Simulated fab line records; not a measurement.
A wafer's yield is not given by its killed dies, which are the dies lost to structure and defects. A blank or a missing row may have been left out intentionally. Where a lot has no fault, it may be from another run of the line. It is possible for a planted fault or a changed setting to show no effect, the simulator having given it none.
Comparing a struck lot with a sound one + flow nand_harc + 23 out of 1159 route steps
Sound: wafers L135.1, L135.3, L135.4. Wafers L143.1, L143.2, L143.6 were the ones struck. Last of all comes the cause.
Each step with rows lists, per side, the tool, then ch with its chambers, then its first start. Under that, the readings that differ: sound wafers + struck wafers + difference of the means + sigmas: that difference in standard deviations of wafers without a fault.
alike: same words and numbers on both sides, and readings whose means sit less than 2 such deviations apart. not compared: any withheld reading, any reading some wafer has no value for, any bound like >300 that may hide the same value, and any number with overlapping values for which the record gives no deviation.
The two part at a step that has a row with sigmas, a row that says differs or no value, or rows on one side only. Non-overlapping numbers with no deviation appear without sigmas and do not part them. A reading missing from all wafers of one side parts the sides only when that side holds two or more wafers.

NHARC_A_M0_INSPECT_27:
  sound on defect_inspect-02, day 19 11:44; struck on defect_inspect-01, day 21 16:01
  alike: raw_defect_count
NHARC_A_M0_PRE_CLEAN_31: time 12 s.
  sound on pecvd-03 ch 1,2, day 19 11:56; struck on pecvd-02 ch 0,2, day 21 16:21
  alike: heater_power_w
NHARC_A_M0_DEP_32: deposits SiCN, target thk 30 nm.
  sound on pecvd-03 ch 1,2, day 19 12:01; struck on pecvd-02 ch 0,2, day 21 16:26
  alike: heater_power_w
then, 8 steps without rows for these wafers: NHARC_A_M1_DEP_00 (deposits SiOC, target thk 182.5 nm); NHARC_A_M1_DEHYDRATE_01 (time 120 s); NHARC_A_M1_HMDS_02 (time 30 s); NHARC_A_M1_COAT_34 (time 65 s); NHARC_A_M1_COAT_03 (resist thk 90 nm); NHARC_A_M1_SOFTBAKE_04 (time 55 s); NHARC_A_M1_EBR_05; NHARC_A_M1_EXPOSE_06 (exposes mask A M1, target cd 120 nm).
NHARC_A_M1_PEB_07: peb time 65 s.
  sound on litho_track-06 ch 0, day 19 13:13; struck on litho_track-01 ch 0, day 21 17:32
| reading                  | sound                | struck            | difference | sigmas |
|--------------------------|----------------------|-------------------|------------|--------|
| heater_power_total_W (W) | 157.2 157.2 157.0    | 140.0 140.9 140.9 | -16.5      | -38    |
| plate_temp_C (C)         | 100.02 100.14 100.08 | 92.55 92.55 92.25 | -7.63      | -54    |
then, 1 step without rows for these wafers: NHARC_A_M1_DEVELOP_08 (develop time 35 s).
NHARC_A_M1_CD_MEAS_09: target cd 120 nm.
  sound on cd_sem-02 ch 0, day 19 13:18; struck on cd_sem-03 ch 0, day 21 17:37
| reading    | sound             | struck         | difference | sigmas |
|------------|-------------------|----------------|------------|--------|
| cd_nm (nm) | 118.7 119.8 119.1 | 87.8 87.6 88.4 | -31.3      | -39    |
NHARC_A_M1_OVL_MEAS_10: pitch 240 nm.
  sound on overlay-02, day 19 13:23; struck on overlay-02, day 21 17:41
  alike: overlay_x_nm, overlay_y_nm
NHARC_A_M1_INSPECT_11:
  sound on defect_inspect-01, day 19 13:26; struck on defect_inspect-02, day 21 17:44
  alike: raw_defect_count
NHARC_A_M1_DESCUM_14: chemistry O2, time 3 s.
  sound on rie_diel-01 ch 0,2,3, day 19 13:30; struck on rie_diel-10 ch 0,1, day 21 17:49
| reading               | sound           | struck            | difference | sigmas |
|-----------------------|-----------------|-------------------|------------|--------|
| model.A_M1.cd_nm (nm) | 118 120.8 118.8 | 87.31 87.05 87.63 | -31.87     |        |
  alike: drypump_motor_current_A, oes_product_au, rf_vpp_V, showerhead_plenum_p_Torr, throttle_valve_pct
  not compared: rf_hours_counter_h
NHARC_A_M1_ETCH_35: etches the open film in N2/H2, target depth 40 nm, overetch 12 nm, time 43.94 s.
  sound on rie_diel-01 ch 0,1,3, day 19 13:34; struck on rie_diel-10 ch 0,2,3, day 21 17:55
  alike: drypump_motor_current_A, oes_product_au, rf_vpp_V, showerhead_plenum_p_Torr, throttle_valve_pct
  not compared: rf_hours_counter_h
NHARC_A_M1_ETCH_15: etches the open film in C4F8/Ar, target depth 182.5 nm, time 91.2 s.
  sound on rie_diel-01 ch 0,1,3; struck on rie_diel-10 ch 0,2
  alike: oes_product_au, rf_vpp_V
  not compared: rf_hours_counter_h
NHARC_A_M1_CD_MEAS_16:
  sound on cd_sem-01, day 19 13:47; struck on cd_sem-01, day 21 18:08
| reading    | sound             | struck         | difference | sigmas |
|------------|-------------------|----------------|------------|--------|
| cd_nm (nm) | 118.4 120.9 119.1 | 87.4 85.9 87.1 | -32.7      | -33    |
NHARC_A_M1_STRIP_18: strips in N2/H2.
  sound on rie_diel-09 ch 0,1,2, day 19 13:52; struck on rie_diel-09 ch 0,1, day 21 18:13
  alike: drypump_motor_current_A, oes_product_au, rf_vpp_V, showerhead_plenum_p_Torr, throttle_valve_pct
  not compared: rf_hours_counter_h
NHARC_A_M1_ETCH_28: etches the open film in CF4/N2, target depth 30 nm, time 72.99 s.
  sound on rie_diel-09 ch 0,2,3; struck on rie_diel-09 ch 0,1
| reading               | sound             | struck           | difference | sigmas |
|-----------------------|-------------------|------------------|------------|--------|
| model.A_M1.cd_nm (nm) | 119.3 122.8 119.3 | 88.2 85.81 86.79 | -33.5      |        |
  alike: drypump_motor_current_A, oes_product_au, rf_vpp_V, showerhead_plenum_p_Torr, throttle_valve_pct
  not compared: rf_hours_counter_h
then, 1 step without rows for these wafers: NHARC_A_M1_STRIP_19 (strips in post etch residue remover, time 600 s).

== WHERE THEY PART ==
Earliest at NHARC_A_M1_PEB_07; latest, in this record, at NHARC_A_M1_CD_MEAS_16. Later steps at which nothing parts them and some readings are alike: NHARC_A_M1_STRIP_18, NHARC_A_M1_ETCH_28.

WHY: whatever the simulator had introduced
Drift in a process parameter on litho_track-01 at NHARC_A_M1_PEB_07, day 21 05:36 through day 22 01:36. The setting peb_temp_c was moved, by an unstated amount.
